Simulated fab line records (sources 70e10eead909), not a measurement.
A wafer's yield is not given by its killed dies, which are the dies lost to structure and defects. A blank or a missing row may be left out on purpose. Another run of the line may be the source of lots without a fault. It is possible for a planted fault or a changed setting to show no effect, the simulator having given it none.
Chamber matching    flow nand_harc    3 sister chambers for NHARC_A_M1_DEP_33 on pecvd-02
The step deposits SiCN, target thk 30 nm. 20 wafers are shown with their chamber, then 10 later ones without.

== EACH WAFER AND ITS CHAMBER ==
wafer   chamber  heater_power_w (W)
L074.3  2        730
L074.4  0        817
L074.5  2        725
L076.2  2        653
L076.3  0        677
L076.6  1        451
L082.1  0        817
L082.2  2        640
L082.6  2        635
L083.3  1        533
L083.4  2        636
L083.5  1        531
L087.2  2        723
L087.4  1        532
L087.5  0        733
L091.3  2        594
L091.4  0        812
L091.5  1        479
L090.1  1        460
L090.4  2        733

SIGNATURES (means of the wafers above)
reading         chamber 0  chamber 1  chamber 2  scatter within a chamber
heater_power_w  771.20     497.67     674.33     52.2
Rule: for a wafer and a chamber, the distance is found by dividing, reading by reading, the gap between the wafer's reading and the chamber's mean by the reading's scatter, squaring, summing and taking the root. If the next closest chamber is less than 2 further off than the closest, the wafer can't be placed; otherwise it belongs to the closest. The scatter: take each reading less its chamber's mean, square it, sum over the shown wafers, divide by the number of wafers less the number of chambers, and take the root.

== WAFERS WHOSE CHAMBER IS MISSING ==
wafer   heater_power_w (W)
L090.5  451
L097.1  445
L097.2  699
L097.6  451
L095.1  720
L095.3  607
L095.5  435
L096.2  512
L096.4  763
L096.5  696

== CHAMBER TAKEN BY EACH ==
wafer   from the rows above           in truth
L090.5  1                             1
L097.1  1                             1
L097.2  can't be placed: 2 or 0       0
L097.6  1                             1
L095.1  can't be placed: 2 or 0       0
L095.3  can't be placed: 2 or 1 or 0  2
L095.5  1                             1
L096.2  1                             1
L096.4  can't be placed: 0 or 2       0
L096.5  can't be placed: 2 or 0       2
Correct placement for 5 of the 10. Can't be placed from these rows: 5 (the true chamber is among the candidates in 5). Wrongly placed: 0.
